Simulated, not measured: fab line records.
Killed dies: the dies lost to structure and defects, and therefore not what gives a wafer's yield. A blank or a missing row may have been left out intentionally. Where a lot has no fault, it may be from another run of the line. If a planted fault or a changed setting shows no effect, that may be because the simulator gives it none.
fab line records	flow n5-finfet
record: lots: 9	wafers: 27	last-day: 20
route steps=1938 shown MOL_CONTACT_COAG@606 BEOL_M0_SAQP@636 BEOL_M4@1111
lots that met no fault: from a run of the same line without faults
start-h: the number of hours between the record's first day and the start of the first shown wafer of the lot	wait-h: hours from the lot's prior step to this one	" the same as in the row above	L1.1+2: a single row standing in for several wafers	- no value, or no start given	* or withheld: withheld	< > ~ a bound
route shown NAME@n: NAME is a module with steps in the file, n the number in the route of the first one	usual: mean and standard deviation over wafers with no fault	same: alike in all rows	chamber/n: place in a boat	sites: readings site by site	_std_site: standard deviation of those values	_edge_site: outer sites' mean less inner sites'	radius-mm: how far each site lies from the wafer's centre	mask NAME#n: copy n	behind: the most recent tool/chamber to have shaped the wafer	hold: why the lot went on hold/how many hours it stayed there/how the hold came to an end	device: the transistor (n, p or np) that didn't switch	end of line: at the end of the route, the tests of the same wafers	a step given without rows: its recipe and nothing more	killed: not the wafer's yield, but the dies lost to structure and defects at the first sort	map: a wafer's dies, x killed, . not, _ none there
set.NAME: setting as actually run; set.NAME@STEP: the setting as run at that earlier step	model.NAME: the simulator's own value behind a step, which no gauge read
route steps across a sampled set of lots; one table per step, one row per wafer
services: when a tool's chamber went out of use (start-h, in hours from the record's first day, below 0 if earlier), for how many hours, and the reason
== steps ==
step: N5_MOL_CONTACT_COAG_ETCH_65
recipe: chemistry: N2/H2	target: underlayer	target-depth-a: 130	mask-material: CAR-EUV	time-s: 10.4	ion-energy-ev: 200	pressure-mtorr: 30	source-w: 840	bias-w: 150	n2-flow-sccm: 200	h2-flow-sccm: 200	ends: cleared
usual: drypump-motor-current-A: 5.7/0.42	etch-rf-on-time-s: 10.41/0.14	oes-product-au: 0.68/0.087	rf-vpp-V: 524.6/2.9	showerhead-plenum-p-Torr: 2.57/0.1	throttle-valve-pct: 17.93/0.14
lot.wafer	tool	chamber	start-h	wait-h	drypump-motor-current-A	etch-rf-on-time-s	oes-product-au	rf-hours-counter-h	rf-vpp-V	showerhead-plenum-p-Torr	throttle-valve-pct
L557.2	rie-diel-04	0	111.13	0.0	6.1	10.28	0.60	235	518.3	2.41	18.10
L557.4	"	1	"	"	5.5	10.10	0.82	16	522.8	2.49	17.93
L557.5	"	0	"	"	6.1	10.23	0.59	-	520.4	2.41	18.09
L560.4	rie-diel-02	3	123.10	0.0	5.6	10.66	0.67	125	521.0	2.45	17.99
L560.5	"	3	"	"	5.6	10.70	0.67	-	520.5	2.45	17.97
L560.6	"	0	"	"	5.6	10.48	0.62	-	520.3	2.43	17.75
L561.1	rie-diel-02	1	132.52	0.0	5.8	10.34	0.64	149	528.2	2.65	17.82
L561.3	"	0	"	"	5.6	10.44	0.61	178	521.1	2.43	17.76
L561.4	"	2	"	"	5.7	10.30	0.71	79	528.5	2.69	18.01
L565.2	rie-diel-05	3	160.35	0.0	6.6	10.46	0.61	184	527.1	2.63	17.95
L565.3	"	2	"	"	5.8	10.43	0.60	217	525.2	2.62	18.16
L565.4	"	3	"	"	6.5	10.48	0.60	-	525.1	2.63	17.94
L567.1	rie-diel-05	0	167.56	0.0	6.3	10.34	0.80	12	525.3	2.61	17.88
L567.2	"	2	"	"	5.8	10.41	0.60	220	524.9	2.62	18.17
L567.6	"	2	"	"	5.8	10.33	0.61	-	527.2	2.62	18.16
L568.3	rie-diel-02	3	173.71	0.0	5.6	10.57	0.65	144	520.5	2.44	18.04
L568.5	"	1	"	"	5.8	10.26	0.64	-	526.8	2.64	17.85
L568.6	"	2	"	"	5.7	10.22	0.69	-	528.5	2.68	18.04
L573.1	rie-diel-05	3	201.36	0.0	6.6	10.51	0.59	199	526.4	2.62	17.98
L573.2	"	1	"	"	5.4	10.41	0.82	8	528.9	2.73	17.74
L573.3	"	0	"	"	6.3	10.35	0.78	24	525.0	2.61	17.90
L577.4	rie-diel-04	1	224.32	0.0	5.5	10.47	0.74	-	520.8	2.48	18.01
L577.5	"	0	"	"	6.1	10.33	0.79	-	527.7	2.72	17.73
L577.6	"	2	"	"	5.2	10.58	0.59	-	524.9	2.50	17.90
L579.3	rie-diel-02	1	242.64	0.0	5.8	10.46	0.62	187	527.2	2.63	17.87
L579.4	"	0	"	"	5.6	10.38	0.60	214	519.9	2.42	17.82
L579.5	"	3	"	"	5.6	10.77	0.63	-	521.6	2.43	18.09
step: N5_MOL_CONTACT_COAG_ETCH_48
recipe: chemistry: C4F6/O2	target-depth-a: 150	overetch-a: 45	mask-material: SOC	target: SiOC	bias-w: 465	pressure-mtorr: 10	time-s: 17	source-w: 335	Ar_flow_sccm: 300	C4F6_flow_sccm: 10	O2_flow_sccm: 10	ion-energy-ev: 576
usual: drypump-motor-current-A: 5.8/0.41	oes_ar_750_au: 0.78/0.086	oes-product-au: 0.66/0.081	rf-vpp-V: 1589/16	showerhead-plenum-p-Torr: 2.88/0.1	throttle-valve-pct: 40.66/0.15
lot.wafer	tool	chamber	start-h	wait-h	drypump-motor-current-A	oes_ar_750_au	oes-product-au	rf-hours-counter-h	rf-vpp-V	showerhead-plenum-p-Torr	throttle-valve-pct
L557.2	rie-diel-02	2	111.65	0.0	5.6	0.83	0.71	73	1612	2.98	40.82
L557.4	"	1	"	"	5.8	0.77	0.64	142	1589	2.96	40.41
L557.5	"	1	"	"	5.7	0.77	0.62	-	1587	2.96	40.41
L560.4	rie-diel-05	2	123.76	0.0	5.7	0.71	0.59	-	1571	2.93	40.87
L560.5	"	3	"	"	6.6	0.73	0.60	-	1585	2.95	40.60
L560.6	"	1	"	"	5.4	0.68	0.56	-	1562	2.70	40.60
L561.1	rie-diel-05	2	133.03	0.0	5.8	0.72	0.60	209	1573	2.93	40.87
L561.3	"	1	"	"	5.4	0.68	0.55	240	1562	2.70	40.59
L561.4	"	3	"	"	6.6	0.73	0.63	-	1585	2.94	40.61
L565.2	rie-diel-05	0	161.03	0.0	6.3	0.94	0.83	9	1624	2.89	40.61
L565.3	"	3	"	"	6.6	0.72	0.60	185	1583	2.94	40.62
L565.4	"	2	"	"	5.8	0.71	0.61	-	1573	2.92	40.89
L567.1	rie-diel-02	0	168.07	0.0	5.6	0.72	0.61	187	1596	2.72	40.63
L567.2	"	3	"	"	5.6	0.77	0.64	141	1582	2.73	40.78
L567.6	"	1	"	"	5.8	0.75	0.62	-	1587	2.95	40.42
L568.3	rie-diel-04	1	174.36	0.0	5.5	0.90	0.79	40	1588	2.77	40.79
L568.5	"	1	"	"	5.6	0.90	0.75	-	1587	2.77	40.79
L568.6	"	3	"	"	5.1	0.70	0.60	-	1595	2.91	40.65
L573.1	rie-diel-05	1	201.87	0.0	5.4	0.94	0.82	8	1587	3.03	40.43
L573.2	"	0	"	"	6.3	0.90	0.77	24	1624	2.89	40.61
L573.3	"	2	"	"	5.8	0.70	0.55	231	1572	2.92	40.86
L577.4	rie-diel-05	0	226.49	0.0	6.3	0.88	0.76	34	1623	2.88	40.63
L577.5	"	3	"	"	6.6	0.70	0.62	-	1584	2.93	40.64
L577.6	"	0	"	"	6.3	0.88	0.80	-	1623	2.88	40.64
L579.3	rie-diel-02	1	243.23	0.0	5.8	0.74	0.64	187	1584	2.94	40.47
L579.4	"	2	"	"	5.7	0.78	0.67	117	1610	2.96	40.85
L579.5	"	1	"	"	5.8	0.73	0.65	-	1585	2.93	40.45
step: N5_BEOL_M0_SAQP_PECVD_96
recipe: material: a-Si	target-thk-a: 450	temp-c: 350	precursor: SiH4/He	pressure-torr: 3	rf-w: 100	time-s: 45.2
usual: heater-power-outer-w: 349/44	heater-power-w: 581/57	run-length-s: 81.2/0.54	showerhead-plenum-p-Torr: 5.66/0.041	throttle-valve-pct: 18.0/0.56
lot.wafer	tool	chamber	start-h	wait-h	heater-power-outer-w	heater-power-w	run-length-s	showerhead-plenum-p-Torr	throttle-valve-pct
L557.2	pecvd-04	1	117.02	0.0	316	508	82.1	5.72	17.3
L557.4	"	2	"	"	329	564	80.9	5.63	18.0
L557.5	"	0	"	"	348	605	80.8	5.60	18.5
L560.4	pecvd-02	1	128.70	0.0	252	481	81.2	5.66	17.7
L560.5	"	0	"	"	453	699	81.6	5.69	18.7
L560.6	"	2	"	"	377	569	80.7	5.62	17.3
L561.1	pecvd-01	1	139.37	0.0	378	639	81.7	5.74	18.2
L561.3	"	1	"	"	376	648	81.5	5.72	18.3
L561.4	"	2	"	"	399	685	82.0	5.68	16.6
L565.2	pecvd-04	2	166.07	0.0	278	477	81.4	5.63	18.3
L565.3	"	0	"	"	327	553	80.5	5.61	18.7
L565.4	"	2	"	"	289	481	80.8	5.65	18.1
L567.1	pecvd-04	2	173.90	0.0	328	545	79.1	5.61	18.4
L567.2	"	0	"	"	306	552	79.6	5.59	18.7
L567.6	"	2	"	"	328	548	78.8	5.64	17.9
L568.3	pecvd-04	2	179.93	0.0	300	512	78.8	5.63	18.0
L568.5	"	1	"	"	340	556	80.4	5.70	17.3
L568.6	"	2	"	"	300	511	78.8	5.63	18.1
L573.1	pecvd-02	2	207.13	0.0	369	576	80.8	5.61	17.8
L573.2	"	1	"	"	289	535	81.2	5.65	17.7
L573.3	"	0	"	"	448	701	81.4	5.68	18.7
L577.4	pecvd-02	0	231.22	0.0	375	604	81.7	5.70	18.7
L577.5	"	2	"	"	378	566	81.3	5.63	17.8
L577.6	"	1	"	"	326	575	81.1	5.66	17.5
L579.3	pecvd-02	1	249.33	0.0	295	558	81.0	5.63	17.7
L579.4	"	2	"	"	392	604	81.5	5.63	17.6
L579.5	"	0	"	"	396	629	81.0	5.69	18.6
step: N5_BEOL_M0_SAQP_OVL_MEAS_15
recipe: points-per-wafer: 44
usual: M0_CORE_OVL: 0.0/0.84
lot.wafer	tool	chamber	start-h	wait-h	M0_CORE_OVL[nm]
L557.2	overlay-01	0	117.71	0.0	-0.4
L557.4	"	0	"	"	-1.3
L557.5	"	0	"	"	-1.4
L560.4	overlay-01	0	129.38	0.0	-0.4
L560.5	"	0	"	"	0.2
L560.6	"	0	"	"	-0.4
L561.1	overlay-02	0	140.02	0.0	0.1
L561.3	"	0	"	"	-1.0
L561.4	"	0	"	"	0.0
L565.2	overlay-02	0	166.64	0.0	1.7
L565.3	"	0	"	"	-0.6
L565.4	"	0	"	"	1.6
L567.1	overlay-02	0	174.59	0.0	0.2
L567.2	"	0	"	"	0.5
L567.6	"	0	"	"	0.4
L568.3	overlay-01	0	180.53	0.0	-0.3
L568.5	"	0	"	"	0.3
L568.6	"	0	"	"	-0.5
L573.1	overlay-02	0	207.83	0.0	-0.4
L573.2	"	0	"	"	-0.3
L573.3	"	0	"	"	-0.7
L577.4	overlay-01	0	231.76	0.0	1.1
L577.5	"	0	"	"	0.3
L577.6	"	0	"	"	0.5
L579.3	overlay-02	0	249.90	0.0	-0.6
L579.4	"	0	"	"	0.3
L579.5	"	0	"	"	0.6
step: N5_BEOL_M4_RC_MEAS_101
usual: DIBL_N: 36.3/1.1	DIBL_P: 36.3/1.4	IOFF_N: 0.155/0.019	IOFF_P: 0.211/0.027	ION_N: 672/8.5	ION_P: 462/5.8	SS_N: 71.5/0.56	SS_P: 73.3/0.52	VT_N: 249.9/2.5	VT_P: -249.8/2.8
lot.wafer	tool	chamber	start-h	wait-h	DIBL_N[mV/V]	DIBL_P[mV/V]	IOFF_N[nA/um]	IOFF_P[nA/um]	ION_N[uA/um]	ION_P[uA/um]	SS_N[mV/dec]	SS_P[mV/dec]	VT_N[mV]	VT_P[mV]
L557.2	prober-01	0	210.19	0.2	37.5	38.2	0.185	0.238	676	460	71.3	74.3	247.9	-248.6
L557.4	"	0	"	"	37.8	39.5	0.200	0.248	675	459	73.1	74.2	245.3	-248.1
L557.5	"	0	"	"	35.0	35.7	0.143	0.190	670	463	71.3	73.0	250.0	-251.1
L560.4	prober-01	0	238.37	0.5	37.2	37.1	0.172	0.244	676	472	71.9	73.9	248.4	-244.4
L560.5	"	0	"	"	36.5	36.6	0.161	0.243	672	467	71.8	73.0	247.0	-247.3
L560.6	"	0	"	"	35.9	35.2	0.140	0.227	669	469	71.0	72.7	252.1	-248.4
L561.1	prober-01	0	250.22	0.0	36.3	36.4	0.166	0.199	684	462	71.2	73.6	248.7	-252.6
L561.3	"	0	"	"	34.8	33.7	0.135	0.167	677	463	71.3	72.6	252.9	-251.8
L561.4	"	0	"	"	36.3	35.6	0.171	0.199	691	465	71.8	73.6	248.2	-250.2
L565.2	prober-02	0	311.20	0.2	35.9	36.0	0.138	0.162	662	451	71.5	73.4	250.9	-255.3
L565.3	"	0	"	"	35.7	35.8	0.138	0.165	671	455	71.1	72.9	253.8	-253.9
L565.4	"	0	"	"	35.2	35.6	0.128	0.158	668	456	70.8	72.3	255.3	-256.4
L567.1	prober-01	0	324.10	0.0	37.2	36.9	0.151	0.183	670	455	71.2	73.8	251.3	-253.2
L567.2	"	0	"	"	38.5	38.1	0.178	0.206	664	452	72.3	73.0	250.4	-249.8
L567.6	"	0	"	"	36.4	36.1	0.139	0.181	658	447	71.2	73.0	253.2	-252.0
L568.3	prober-01	0	335.78	0.3	34.7	33.6	0.137	0.184	666	458	70.4	72.8	250.3	-251.3
L568.5	"	0	"	"	36.8	35.7	0.175	0.211	667	453	71.2	73.8	248.7	-250.6
L568.6	"	0	"	"	35.3	34.6	0.146	0.197	665	458	70.7	73.1	248.0	-250.7
L579.3	prober-02	0	364.69	0.3	37.2	36.6	0.171	0.241	678	467	72.2	73.7	251.6	-246.2
L579.4	"	0	"	"	38.7	36.8	0.196	0.250	671	461	72.8	73.2	246.3	-246.9
L579.5	"	0	"	"	37.2	35.6	0.161	0.223	674	464	71.9	73.3	247.5	-249.5
L577.4	prober-01	0	368.66	0.5	34.9	37.6	0.168	0.241	668	470	70.4	73.3	247.3	-247.3
L577.5	"	0	"	"	34.3	36.8	0.150	0.235	673	472	71.7	73.1	249.5	-244.4
L577.6	"	0	"	"	34.9	36.6	0.157	0.232	665	465	71.8	72.6	251.7	-248.7
L573.1	prober-01	0	376.28	0.0	36.3	36.6	0.168	0.226	687	470	71.9	73.7	247.1	-248.9
L573.2	"	0	"	"	36.7	36.6	0.178	0.231	688	471	71.6	74.1	243.7	-246.9
L573.3	"	0	"	"	35.7	35.8	0.158	0.221	690	471	71.9	73.8	247.6	-246.9
== services ==
tool	chamber	start-h	hours	kind
rie-diel-05	0	113.99	-	clean
rie-diel-05	0	113.99	-	consumable-replace:focus-ring
rie-diel-05	0	113.99	24.4	scheduled-down
rie-diel-05	0	113.99	24.4	vent-cycle
rie-diel-05	1	126.71	2.8	repair
pecvd-02	-	135.57	2.8	pm
rie-diel-05	2	144.20	3.8	repair
pecvd-02	-	146.48	1.5	repair
pecvd-04	0	148.08	16.5	scheduled-down
rie-diel-04	0	157.01	-	clean
rie-diel-04	0	157.01	-	consumable-replace:focus-ring
rie-diel-04	0	157.01	-	consumable-replace:showerhead
rie-diel-05	1	157.39	-	clean
rie-diel-05	1	157.39	-	consumable-replace:focus-ring
rie-diel-05	1	157.39	-	consumable-replace:showerhead
rie-diel-05	1	157.39	18.2	scheduled-down
rie-diel-05	1	157.39	18.2	vent-cycle
pecvd-01	-	162.13	6.0	pm
pecvd-01	2	172.07	17.2	repair
rie-diel-05	-	172.97	2.8	pm
pecvd-01	-	178.09	0.9	repair
pecvd-04	-	210.50	0.8	pm
pecvd-02	2	218.23	2.1	scheduled-down
rie-diel-02	-	238.40	0.2	repair
== key ==
first-sign: step: N5_BEOL_M0_SAQP_PECVD_96	reading: run-length-s	direction: down	sigmas: 3.6	usual: *	struck: *
effect none on later readings
met-at N5_BEOL_M0_SAQP_PECVD_96
struck-lots L567,L568
not-acting-at N5_MOL_CONTACT_COAG_ETCH_65,N5_MOL_CONTACT_COAG_ETCH_48,N5_BEOL_M0_SAQP_OVL_MEAS_15
onset-between 166.07 173.90
fault: kind: process-parameter-drift	tool: pecvd-04	chamber: -	onset-h: 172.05	steps: N5_BEOL_M0_SAQP_PECVD_96	channel: time-s	offset: *	shape: step	end-h: 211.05	acts-in: *	stated: *
